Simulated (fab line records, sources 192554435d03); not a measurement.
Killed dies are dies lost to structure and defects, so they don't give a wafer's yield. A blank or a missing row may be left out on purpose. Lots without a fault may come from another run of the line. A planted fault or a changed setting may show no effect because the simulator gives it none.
Which tool did it? | flow n5_finfet | 13 lots, 36 wafers sampled, at 4 steps of a route of 1938

WHAT THE GAUGES READ, wafer by wafer
The record holds no reading of a measuring or inspecting step that can be judged against a usual standard deviation.

WHICH TOOL RAN EACH LOT (tool, then ch and the chambers of the sampled wafers, then the start)
lot  | N5_BEOL_M3_SPUTTER_92        | N5_PASSIVATION_PECVD_55         | N5_PASSIVATION_DEGAS_18      | N5_PASSIVATION_PROBE_49
L977 | pvd_sputter-01, day 7 08:06  | pecvd-01 ch 0,1,2, day 11 09:26 | pvd_sputter-03, day 11 10:49 | -
L978 | pvd_sputter-03, day 7 08:34  | pecvd-03 ch 0,1,2, day 11 08:56 | pvd_sputter-02, day 11 10:35 | -
L979 | pvd_sputter-02, day 7 22:49  | pecvd-02 ch 1,2, day 12 02:26   | pvd_sputter-01, day 12 05:54 | -
L980 | pvd_sputter-01, day 7 23:50  | pecvd-01 ch 2, day 12 12:10     | pvd_sputter-01, day 12 14:53 | -
L981 | pvd_sputter-01, day 8 14:52  | pecvd-03 ch 0,2, day 12 22:58   | pvd_sputter-01, day 13 00:45 | -
L982 | pvd_sputter-01, day 8 19:32  | pecvd-03 ch 0,1,2, day 13 02:42 | pvd_sputter-02, day 13 04:28 | -
L985 | pvd_sputter-02, day 9 05:45  | pecvd-01 ch 0,1,2, day 13 09:03 | pvd_sputter-02, day 13 12:33 | -
L986 | pvd_sputter-01, day 9 16:53  | pecvd-03 ch 0,1, day 13 20:13   | pvd_sputter-01, day 13 23:57 | -
L987 | pvd_sputter-01, day 9 20:17  | pecvd-02 ch 0,2, day 14 02:43   | pvd_sputter-01, day 14 04:53 | -
L990 | pvd_sputter-01, day 10 15:40 | pecvd-03 ch 0,1, day 14 23:30   | pvd_sputter-03, day 15 02:16 | -
L991 | pvd_sputter-01, day 10 20:43 | pecvd-01 ch 0,1,2, day 15 06:24 | pvd_sputter-02, day 15 10:16 | prober-01, day 15 16:05
L993 | pvd_sputter-01, day 11 08:12 | pecvd-01 ch 0,1,2, day 15 09:11 | pvd_sputter-03, day 15 11:26 | prober-01, day 15 18:04
L100 | pvd_sputter-03, day 12 20:52 | pecvd-01 ch 0,2, day 17 12:29   | pvd_sputter-03, day 17 17:26 | -
- N5_BEOL_M3_SPUTTER_92: material Cu, target thk 4.5 nm, time 8.29 s.
- N5_PASSIVATION_PECVD_55: deposits SiO2 from SiH4/N2O, target thk 400 nm, time 22.5 s.
- N5_PASSIVATION_DEGAS_18: time 60 s.
- N5_PASSIVATION_PROBE_49

WHAT THE TOOLS THEMSELVES READ (means of the sampled wafers that have a number; where no wafer has one, the mark that the record gives instead)
N5_BEOL_M3_SPUTTER_92. Usual: susceptor_temp_C -20.00 C, standard deviation 0.11; throttle_valve_pct 30.0 %, standard deviation 1.1.
lot  | tool           | susceptor_temp_C (C) | throttle_valve_pct (%) | flag
L977 | pvd_sputter-01 | -20.06               | 29.2                   |
L978 | pvd_sputter-03 | -19.93               | 30.0                   |
L979 | pvd_sputter-02 | -20.06               | 29.3                   |
L980 | pvd_sputter-01 | -20.09               | 30.2                   |
L981 | pvd_sputter-01 | -19.92               | 31.0                   |
L982 | pvd_sputter-01 | -20.00               | 30.6                   |
L985 | pvd_sputter-02 | -20.04               | 28.6                   |
L986 | pvd_sputter-01 | -20.06               | 30.2                   |
L987 | pvd_sputter-01 | -19.95               | 30.1                   |
L990 | pvd_sputter-01 | -19.91               | 28.8                   |
L991 | pvd_sputter-01 | -19.94               | 30.3                   |
L993 | pvd_sputter-01 | -20.03               | 29.8                   |
L100 | pvd_sputter-03 | -20.08               | 30.6                   |

N5_PASSIVATION_PECVD_55. Usual: heater_power_w 668 W, standard deviation 92; showerhead_plenum_p_Torr 8.12 Torr, standard deviation 0.054; susceptor_temp_C 399.98 C, standard deviation 0.23; throttle_valve_pct 50 %, standard deviation 4.4.
lot  | tool     | heater_power_w (W) | showerhead_plenum_p_Torr (Torr) | susceptor_temp_C (C) | throttle_valve_pct (%) | flag
L977 | pecvd-01 | 693                | 8.11                            | 400.06               | 50                     |
L978 | pecvd-03 | 642                | 8.11                            | 400.09               | 50                     |
L979 | pecvd-02 | 611                | 8.13                            | 399.95               | 52                     |
L980 | pecvd-01 | 771                | 8.21                            | 399.73               | 45                     |
L981 | pecvd-03 | 547                | 8.15                            | 399.91               | 52                     |
L982 | pecvd-03 | 612                | 8.11                            | 399.99               | 50                     |
L985 | pecvd-01 | 760                | 8.11                            | 399.85               | 50                     |
L986 | pecvd-03 | 698                | 8.09                            | 399.73               | 49                     |
L987 | pecvd-02 | 584                | 8.09                            | 400.08               | 49                     |
L990 | pecvd-03 | 747                | 8.09                            | 399.98               | 48                     |
L991 | pecvd-01 | 727                | 8.12                            | 400.08               | 50                     |
L993 | pecvd-01 | 690                | 8.12                            | 400.04               | 50                     |
L100 | pecvd-01 | 693                | 8.12                            | 400.06               | 47                     |

N5_PASSIVATION_DEGAS_18. Usual: heater_power_w 446 W, standard deviation 29; susceptor_temp_C 300.00 C, standard deviation 0.19.
lot  | tool           | heater_power_w (W) | susceptor_temp_C (C) | flag
L977 | pvd_sputter-03 | 472                | 300.08               |
L978 | pvd_sputter-02 | 428                | 300.14               |
L979 | pvd_sputter-01 | 448                | 299.92               |
L980 | pvd_sputter-01 | 444                | 300.06               |
L981 | pvd_sputter-01 | 451                | 300.09               |
L982 | pvd_sputter-02 | 434                | 299.98               |
L985 | pvd_sputter-02 | 431                | 299.96               |
L986 | pvd_sputter-01 | 444                | 299.98               |
L987 | pvd_sputter-01 | 429                | 299.91               |
L990 | pvd_sputter-03 | 430                | 299.83               |
L991 | pvd_sputter-02 | 419                | 299.84               |
L993 | pvd_sputter-03 | 440                | 300.14               |
L100 | pvd_sputter-03 | 451                | 299.95               |

N5_PASSIVATION_PROBE_49. Usual: defect_limited_yield 90.9 %, standard deviation 1.5; killed_at_M0_to_M3 36, standard deviation 9.9; killed_at_M4_up 13, standard deviation 4.5; killed_at_contacts 13, standard deviation 6.4; killed_at_front_end 42, standard deviation 12; killed_at_other 3.4, standard deviation 3; killed_dies 107, standard deviation 18; killed_on_rim 14, standard deviation 4.3; killed_open 69, standard deviation 13; killed_short 35, standard deviation 8.2; sort_bin_5_function 5.3 %, standard deviation 1.1; sort_bin_6_memory 3.4 %, standard deviation 0.69; sort_n_pass 1073, standard deviation 18; sort_yield_pct 90.9 %, standard deviation 1.5.
lot  | tool      | defect_limited_yield (%) | killed_at_M0_to_M3 | killed_at_M4_up | killed_at_contacts | killed_at_front_end | killed_at_other | killed_dies | killed_on_rim | killed_open | killed_short | sort_bin_5_function (%) | sort_bin_6_memory (%) | sort_n_pass | sort_yield_pct (%) | flag
L991 | prober-01 | 82.4                     | 154                | 9               | 4                  | 40                  | 2.3             | 208         | 27            | 52          | 32           | 10.4                    | 3.3                   | 972         | 82.4               | OFF
L993 | prober-01 | 79.9                     | 161                | 8               | 26                 | 36                  | 4.7             | 237         | 27            | 74          | 36           | 11.6                    | 4.3                   | 943         | 79.9               | OFF

THE ANSWER, worked out from the rows above alone
Rule: a lot is off if the mean of its wafers that have a number lies more than 3 standard deviations from the usual mean. A lot without any number at a reading at which 4 lots or more have one is off too. The other lots that the step has rows for count as sound. The gauges are gone through in route order, then the tools' own readings, and for those a lot's mean is taken as printed above. The first step at which some lot is off is used, and at that step the reading that is off furthest; a lot without a number counts as furthest.
Off: L991, L993, at N5_PASSIVATION_PROBE_49 (killed_at_M0_to_M3). Neither off nor sound, because the step has no rows for them: L977, L978, L979, L980, L981, L982, L985, L986, L987, L990, L100.
A tool fits if, at that step or a process step before it, it ran every lot that is off, and no sound lot after the first of them. Can't be told from this: 3 tools fit, pvd_sputter-01 at N5_BEOL_M3_SPUTTER_92, pecvd-01 at N5_PASSIVATION_PECVD_55, prober-01 at N5_PASSIVATION_PROBE_49.

WHAT THE SIMULATOR HAD PUT IN
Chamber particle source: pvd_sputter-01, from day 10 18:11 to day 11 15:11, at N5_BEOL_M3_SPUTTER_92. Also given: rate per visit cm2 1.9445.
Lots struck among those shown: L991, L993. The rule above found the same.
